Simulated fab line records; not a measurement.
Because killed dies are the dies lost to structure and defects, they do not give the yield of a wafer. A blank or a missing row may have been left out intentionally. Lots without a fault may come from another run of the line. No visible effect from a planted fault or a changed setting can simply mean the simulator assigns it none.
Which tool did it? | flow n5-finfet | 9 lots, 27 wafers sampled, at 6 steps of a route of 1938

WHAT THE GAUGES SHOWED, per wafer
N5_FIN_CUT_OVL_MEAS_09. Usual: FIN_CUT_OVL typically reads 0.0 nm, with standard deviation 0.76.
lot  | measured    | on         | FIN_CUT_OVL (nm) | flag
L455 | day 2 03:17 | overlay-02 | 0.0 -0.2 -0.6    |
L456 | day 2 08:24 | overlay-01 | -0.8 0.3 0.0     |
L457 | day 2 14:50 | overlay-02 | -0.2 0.2 -0.1    |
L459 | day 3 03:15 | overlay-02 | -0.5 -0.9 0.7    |
L465 | day 4 17:43 | overlay-02 | 0.7 -0.3 0.6     |
L466 | day 4 22:07 | overlay-02 | 0.7 0.9 0.0      |
L471 | day 6 02:49 | overlay-02 | -0.8 -0.9 0.1    |
L473 | day 6 16:40 | overlay-01 | 0.7 1.9 1.0      |
L476 | day 7 10:25 | overlay-02 | 0.9 -0.2 0.8     |

N5_STI_FIN_REVEAL_FIN_H_MEAS_10. Usual: trench-depth-nm at 52.0 nm, with a standard deviation of 0.78.
lot  | measured    | on     | trench-depth-nm (nm) | flag
L455 | day 2 13:25 | ocd-02 | 52.7 53.0 52.6       |
L456 | day 2 18:28 | ocd-01 | 53.2 51.1 53.0       |
L457 | day 3 01:55 | ocd-02 | 50.8 52.6 52.6       |
L459 | day 3 14:39 | ocd-02 | 50.6 51.5 51.1       |
L465 | day 5 04:14 | ocd-01 | 50.7 51.9 51.5       |
L466 | day 5 07:53 | ocd-02 | 50.2 54.4 51.6       |
L471 | day 6 14:39 | ocd-01 | 54.6 52.5 54.5       |
L473 | day 7 02:22 | ocd-02 | 52.5 52.4 51.9       |
L476 | day 7 21:06 | ocd-02 | 51.0 51.3 51.0       |

N5_BEOL_M4_RC_MEAS_101. Usual: DIBL_N 35.9 mV/V, standard deviation 1.8; DIBL_P 36.2 mV/V, standard deviation 2; IOFF_N 0.16 nA/um, standard deviation 0.031; IOFF_P 0.22 nA/um, standard deviation 0.041; ION_N 676 uA/um, standard deviation 11; ION_P 465 uA/um, standard deviation 8.5; SS_N 71.4 mV/dec, standard deviation 0.64; SS_P 73.2 mV/dec, standard deviation 0.7; VT_N 250 mV, standard deviation 3.5; VT_P -250 mV, standard deviation 3.9.
lot  | measured     | on        | DIBL_N (mV/V)  | DIBL_P (mV/V)  | IOFF_N (nA/um) | IOFF_P (nA/um) | ION_N (uA/um) | ION_P (uA/um) | SS_N (mV/dec)  | SS_P (mV/dec)  | VT_N (mV)   | VT_P (mV)      | flag
L455 | day 8 04:23  | prober-01 | 35.4 36.9 35.3 | 35.3 37.8 34.9 | 0.13 0.17 0.14 | 0.22 0.29 0.23 | 672 694 674   | 466 484 476   | 71.4 71.1 70.7 | 72.4 73.3 73.0 | 255 249 252 | -249 -244 -246 |
L456 | day 8 04:22  | prober-02 | 35.3 34.0 35.9 | 37.7 35.3 37.8 | 0.15 0.13 0.16 | 0.21 0.18 0.22 | 681 657 688   | 472 456 467   | 70.8 70.9 70.8 | 73.5 73.1 73.5 | 250 253 251 | -250 -252 -249 |
L457 | day 8 14:21  | prober-02 | 36.6 33.5 35.1 | 35.9 32.5 35.4 | 0.17 0.11 0.15 | 0.19 0.15 0.18 | 673 657 676   | 449 450 457   | 71.5 70.8 71.1 | 73.4 71.8 72.0 | 250 252 250 | -251 -254 -251 |
L459 | day 9 03:10  | prober-01 | 36.8 36.2 34.8 | 36.1 35.4 34.8 | 0.18 0.15 0.15 | 0.25 0.24 0.23 | 681 673 678   | 471 474 472   | 72.3 71.4 71.2 | 73.8 74.1 73.0 | 249 250 249 | -244 -245 -247 |
L465 | day 10 22:18 | prober-01 | 36.8 37.4 38.1 | 36.0 37.1 37.7 | 0.13 0.16 0.18 | 0.19 0.21 0.24 | 653 679 680   | 450 465 473   | 72.2 71.1 72.2 | 72.7 73.3 73.7 | 256 248 249 | -252 -253 -250 |
L466 | day 11 02:14 | prober-01 | 36.9 34.9 37.7 | 35.8 33.9 36.8 | 0.16 0.14 0.17 | 0.21 0.19 0.23 | 675 699 680   | 461 478 463   | 72.6 71.6 71.8 | 73.1 73.4 73.5 | 249 250 249 | -250 -252 -247 |
L471 | day 12 02:34 | prober-01 | 35.9 35.4 35.3 | 35.3 35.0 34.7 | 0.18 0.14 0.15 | 0.22 0.20 0.21 | 716 678 705   | 490 468 486   | 71.7 72.1 71.7 | 72.6 72.6 73.2 | 244 251 249 | -248 -251 -251 |
L473 | day 12 20:40 | prober-02 | 36.1 42.1 37.3 | 35.7 43.3 37.6 | 0.13 0.29 0.16 | 0.20 0.37 0.25 | 661 712 677   | 461 481 469   | 70.1 71.9 70.5 | 73.6 74.9 74.3 | 252 239 250 | -250 -239 -246 |
L476 | day 13 15:16 | prober-01 | 36.2 34.7 34.8 | 34.7 33.7 33.1 | 0.17 0.14 0.15 | 0.22 0.20 0.19 | 680 669 662   | 459 466 458   | 71.8 71.2 71.2 | 73.0 72.9 71.8 | 247 249 250 | -251 -251 -250 |

TOOL THAT RAN EACH LOT (tool first, then ch and the chambers of the sampled wafers, then the start)
lot  | N5_FIN_CUT_CUT_ETCH_15          | N5_FIN_CUT_CUT_ETCH_28          | N5_STI_FIN_REVEAL_RECESS_09
L455 | rie-si-02 ch 0,2, day 2 04:19   | rie-si-02 ch 0,2, day 2 04:22   | vapor-etch-01 ch 0,1, day 2 10:41
L456 | rie-si-05 ch 0,1,3, day 2 09:32 | rie-si-05 ch 0,1,3, day 2 09:35 | vapor-etch-02 ch 0,1, day 2 15:44
L457 | rie-si-05 ch 1,3, day 2 15:43   | rie-si-05 ch 1,3, day 2 15:46   | vapor-etch-01 ch 0,1, day 2 23:13
L459 | rie-si-02 ch 0,2,3, day 3 04:08 | rie-si-02 ch 0,2,3, day 3 04:11 | vapor-etch-01 ch 0,1, day 3 11:11
L465 | rie-si-05 ch 0,1,3, day 4 18:38 | rie-si-05 ch 0,1,3, day 4 18:42 | vapor-etch-02 ch 0,1, day 5 01:31
L466 | rie-si-05 ch 0,1,3, day 4 22:50 | rie-si-05 ch 0,1,3, day 4 22:53 | vapor-etch-01 ch 0,1, day 5 05:11
L471 | rie-si-05 ch 0,1, day 6 03:49   | rie-si-05 ch 0,1, day 6 03:52   | vapor-etch-01 ch 0,1, day 6 11:56
L473 | rie-si-06 ch 0,1,2, day 6 17:25 | rie-si-06 ch 0,1,2, day 6 17:28 | vapor-etch-02 ch 0,1, day 6 23:40
L476 | rie-si-02 ch 0,1,3, day 7 11:56 | rie-si-02 ch 0,1,3, day 7 11:59 | vapor-etch-02 ch 0,1, day 7 18:17
- N5_FIN_CUT_CUT_ETCH_15: etches Si in HBr/Cl2/O2, target depth 100 nm, bt time 10 s, time 42.4 s.
- N5_FIN_CUT_CUT_ETCH_28: etches Si in HBr/Cl2/O2, target depth 6 nm, time 2.4 s.
- N5_STI_FIN_REVEAL_RECESS_09: chemistry HF/NH3, target SiO2, afs cycles 11, target depth 42.5 nm, sublimation time 60 s.

AS READ BY THE TOOLS THEMSELVES (means over the sampled wafers that have a number; for cases with no such wafer, the mark the record gives instead)
N5_FIN_CUT_CUT_ETCH_15. Usual: O2_flow_sccm 12.01 sccm, standard deviation 0.036; drypump-motor-current-A 5.8 A, standard deviation 0.32; oes-product-au 1.005 a.u., standard deviation 0.013; throttle-valve-pct 37.1 %, standard deviation 0.33.
lot  | tool      | O2_flow_sccm (sccm) | drypump-motor-current-A (A) | oes-product-au (a.u.) | throttle-valve-pct (%) | flag
L455 | rie-si-02 | 11.95               | 5.9                         | 0.987                 | 36.8                   |
L456 | rie-si-05 | 11.97               | 5.8                         | 1.007                 | 37.4                   |
L457 | rie-si-05 | 12.03               | 5.6                         | 0.995                 | 37.6                   |
L459 | rie-si-02 | 11.99               | 5.7                         | 0.997                 | 37.1                   |
L465 | rie-si-05 | 11.98               | 5.8                         | 1.003                 | 37.4                   |
L466 | rie-si-05 | 12.01               | 5.8                         | 1.007                 | 37.4                   |
L471 | rie-si-05 | 12.05               | 5.7                         | 1.014                 | 37.1                   |
L473 | rie-si-06 | 12.02               | 5.8                         | 1.008                 | 37.0                   |
L476 | rie-si-02 | 12.01               | 5.5                         | 1.005                 | 37.2                   |

N5_FIN_CUT_CUT_ETCH_28. Usual: O2_flow_sccm 12.00 sccm, standard deviation 0.034; drypump-motor-current-A 5.8 A, standard deviation 0.32; oes-product-au 1.004 a.u., standard deviation 0.013; throttle-valve-pct 37.1 %, standard deviation 0.33.
lot  | tool      | O2_flow_sccm (sccm) | drypump-motor-current-A (A) | oes-product-au (a.u.) | throttle-valve-pct (%) | flag
L455 | rie-si-02 | 12.01               | 5.8                         | 0.986                 | 36.8                   |
L456 | rie-si-05 | 11.96               | 5.8                         | 1.005                 | 37.4                   |
L457 | rie-si-05 | 12.01               | 5.6                         | 1.001                 | 37.6                   |
L459 | rie-si-02 | 12.01               | 5.7                         | 1.000                 | 37.1                   |
L465 | rie-si-05 | 11.98               | 5.8                         | 1.006                 | 37.4                   |
L466 | rie-si-05 | 12.02               | 5.8                         | 1.007                 | 37.4                   |
L471 | rie-si-05 | 11.99               | 5.7                         | 1.010                 | 37.1                   |
L473 | rie-si-06 | 12.00               | 5.8                         | 1.006                 | 37.0                   |
L476 | rie-si-02 | 12.00               | 5.5                         | 1.011                 | 37.2                   |

N5_STI_FIN_REVEAL_RECESS_09. Usual: drypump-motor-current-A 5.84 A, standard deviation 0.22; foreline-p-Torr 0.1279 Torr, standard deviation 0.00031; temp-c 30.00 C, standard deviation 0.11.
lot  | tool          | drypump-motor-current-A (A) | foreline-p-Torr (Torr) | temp-c (C) | flag
L455 | vapor-etch-01 | 5.60                        | 0.1280                 | 29.90      |
L456 | vapor-etch-02 | 6.08                        | 0.1278                 | 30.00      |
L457 | vapor-etch-01 | 5.60                        | 0.1282                 | 29.96      |
L459 | vapor-etch-01 | 5.65                        | 0.1281                 | 29.96      |
L465 | vapor-etch-02 | 6.09                        | 0.1275                 | 29.96      |
L466 | vapor-etch-01 | 5.61                        | 0.1280                 | 29.24      | OFF
L471 | vapor-etch-01 | 5.64                        | 0.1279                 | 28.43      | OFF
L473 | vapor-etch-02 | 6.04                        | 0.1284                 | 29.89      |
L476 | vapor-etch-02 | 6.07                        | 0.1279                 | 29.94      |

THE ANSWER, worked out from the rows above alone
Rule: a lot is off if the mean of its wafers that have a number lies more than 3 standard deviations from the usual mean. Also off: a lot with no number at a reading for which 4 or more lots have one. Where the step has rows for the other lots, those lots are counted as sound. After the gauges, taken in route order, come the tools' own readings; for these a lot's mean is taken, as printed above. At the first step where some lot is off, the reading lying furthest off is the one used; lots without a number count as furthest.
Off, at N5_STI_FIN_REVEAL_RECESS_09 on temp-c: L466, L471.
If a tool, at that step or one of the process steps before it, ran each lot that is off and ran no sound lot following the first of them, it fits. 2 tools fit, rie-si-05 at N5_FIN_CUT_CUT_ETCH_15 and N5_FIN_CUT_CUT_ETCH_28 and vapor-etch-01 at N5_STI_FIN_REVEAL_RECESS_09, so this cannot tell which one it is.

WHAT THE SIMULATOR HAD PUT IN
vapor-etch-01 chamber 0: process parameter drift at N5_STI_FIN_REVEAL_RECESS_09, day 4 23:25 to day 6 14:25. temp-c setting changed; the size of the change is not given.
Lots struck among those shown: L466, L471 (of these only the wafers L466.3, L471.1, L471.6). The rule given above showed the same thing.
